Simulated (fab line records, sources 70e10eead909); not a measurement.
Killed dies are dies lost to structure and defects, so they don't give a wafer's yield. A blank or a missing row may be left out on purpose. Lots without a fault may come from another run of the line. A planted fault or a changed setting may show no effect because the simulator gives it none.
Which tool did it? | flow nand_harc | 12 lots, 36 wafers sampled, at 6 steps of a route of 1159

WHAT THE GAUGES READ, wafer by wafer
NHARC_A_SLIT_INSPECT_11.
lot  | measured     | on                | raw_defect_count
L075 | day 14 12:58 | defect_inspect-01 | 9 18 10
L076 | day 15 03:05 | defect_inspect-01 | 11 11 5
L078 | day 15 00:54 | defect_inspect-01 | 16 20 20
L081 | day 16 00:40 | defect_inspect-01 | 14 18 20
L082 | day 16 08:31 | defect_inspect-01 | 9 20 12
L084 | day 16 22:16 | defect_inspect-01 | 28 26 27
L087 | day 17 09:08 | defect_inspect-01 | 30 31 28
L090 | day 18 03:02 | defect_inspect-01 | 35 24 36
L091 | day 18 20:09 | defect_inspect-01 | 16 20 18
L092 | day 18 21:10 | defect_inspect-01 | 38 32 41
L095 | day 19 13:10 | defect_inspect-01 | 48 36 34
L097 | day 20 01:41 | defect_inspect-02 | 31 24 19

WHICH TOOL RAN EACH LOT (tool, then ch and the chambers of the sampled wafers, then the start)
lot  | NHARC_A_STAIRCASE_STRIP_238          | NHARC_A_STAIRCASE_ETCH_292         | NHARC_A_STAIRCASE_ETCH_294                    | NHARC_A_STAIRCASE_STRIP_295                   | NHARC_A_STAIRCASE_HM_OPEN_463
L075 | plasma_asher-01 ch 0,1, day 11 18:37 | rie_diel-07 ch 0,1,3, day 12 00:09 | rie_diel-07 ch 0,2, day 14 12:58 or earlier   | rie_diel-07 ch 0,2, day 14 12:58 or earlier   | rie_diel-06 ch 0,1,3, day 14 12:58 or earlier
L076 | plasma_asher-02 ch 0,1, day 12 05:39 | rie_diel-09 ch 1,3, day 12 10:57   | rie_diel-09 ch 0,1, day 15 03:05 or earlier   | rie_diel-09 ch 0,1, day 15 03:05 or earlier   | rie_diel-06 ch 0,1,3, day 15 03:05 or earlier
L078 | plasma_asher-01 ch 0,1, day 12 07:26 | rie_diel-06 ch 0,1,3, day 12 14:14 | rie_diel-06 ch 0,2, day 15 00:54 or earlier   | rie_diel-06 ch 0,1, day 15 00:54 or earlier   | rie_diel-07 ch 0,2,3, day 15 00:54 or earlier
L081 | plasma_asher-02 ch 0,1, day 12 22:58 | rie_diel-07 ch 1,2,3, day 13 04:14 | rie_diel-07 ch 0,1,3, day 16 00:40 or earlier | rie_diel-07 ch 0,3, day 16 00:40 or earlier   | rie_diel-07 ch 1,2,3, day 16 00:40 or earlier
L082 | plasma_asher-02 ch 0,1, day 13 06:46 | rie_diel-07 ch 0,3, day 13 12:56   | rie_diel-07 ch 1,2, day 16 08:31 or earlier   | rie_diel-07 ch 2,3, day 16 08:31 or earlier   | rie_diel-09 ch 1,2,3, day 16 08:31 or earlier
L084 | plasma_asher-02 ch 0,1, day 13 19:19 | rie_diel-09 ch 0,3, day 14 02:07   | rie_diel-09 ch 0,1,3, day 16 22:16 or earlier | rie_diel-09 ch 1,2,3, day 16 22:16 or earlier | rie_diel-09 ch 0,1,2, day 16 22:16 or earlier
L087 | plasma_asher-02 ch 0,1, day 14 09:46 | rie_diel-09 ch 0,1, day 14 14:59   | rie_diel-09 ch 0,1,3, day 17 09:08 or earlier | rie_diel-09 ch 0,1, day 17 09:08 or earlier   | rie_diel-09 ch 0,3, day 17 09:08 or earlier
L090 | plasma_asher-02 ch 0,1, day 15 07:41 | rie_diel-07 ch 1,3, day 15 13:44   | rie_diel-07 ch 0,1,3, day 18 03:02 or earlier | rie_diel-07 ch 1,3, day 18 03:02 or earlier   | rie_diel-06 ch 1,2, day 18 03:02 or earlier
L091 | plasma_asher-02 ch 0,1, day 15 18:49 | rie_diel-06 ch 1,2,3, day 16 02:34 | rie_diel-06 ch 1,2, day 18 20:09 or earlier   | rie_diel-06 ch 1,3, day 18 20:09 or earlier   | rie_diel-06 ch 2,3, day 18 20:09 or earlier
L092 | plasma_asher-02 ch 0,1, day 15 22:47 | rie_diel-06 ch 1,2,3, day 16 07:12 | rie_diel-06 ch 1,2,3, day 18 21:10 or earlier | rie_diel-06 ch 1,3, day 18 21:10 or earlier   | rie_diel-07 ch 1,2,3, day 18 21:10 or earlier
L095 | plasma_asher-02 ch 0,1, day 16 09:20 | rie_diel-06 ch 0,1,3, day 16 18:35 | rie_diel-06 ch 0,1,3, day 19 13:10 or earlier | rie_diel-06 ch 0,1, day 19 13:10 or earlier   | rie_diel-07 ch 0,3, day 19 13:10 or earlier
L097 | plasma_asher-01 ch 0,1, day 17 05:40 | rie_diel-07 ch 0,3, day 17 11:18   | rie_diel-07 ch 0,1,2, day 20 01:41 or earlier | rie_diel-07 ch 0,3, day 20 01:41 or earlier   | rie_diel-07 ch 0,1,3, day 20 01:41 or earlier
- NHARC_A_STAIRCASE_STRIP_238: strips in O2.
- NHARC_A_STAIRCASE_ETCH_292: etches the open film in CF4/CHF3.
- NHARC_A_STAIRCASE_ETCH_294: etches the open film in C4F8/O2/Ar, target depth 4992 nm, time 1212.4 s.
- NHARC_A_STAIRCASE_STRIP_295: strips in O2.
- NHARC_A_STAIRCASE_HM_OPEN_463: chemistry O2/COS.

THE ANSWER, worked out from the rows above alone
Rule: what is usual is taken from the lots themselves. Put in order of their means at a reading, lots are off if they are a third of the lots or fewer, leave a main group of 4 or more, and stand apart from it by a gap of 3 or more times the standard deviation of the main group's means; of several such gaps the widest counts. A main group whose means are all the same, to the digits that the tables above print for the reading, isn't used. A lot without any number at a reading at which 4 lots or more have one is off too. The other lots that the step has rows for count as sound.
No lot is off at any reading shown: from this, nothing can be told.

WHAT THE SIMULATOR HAD PUT IN
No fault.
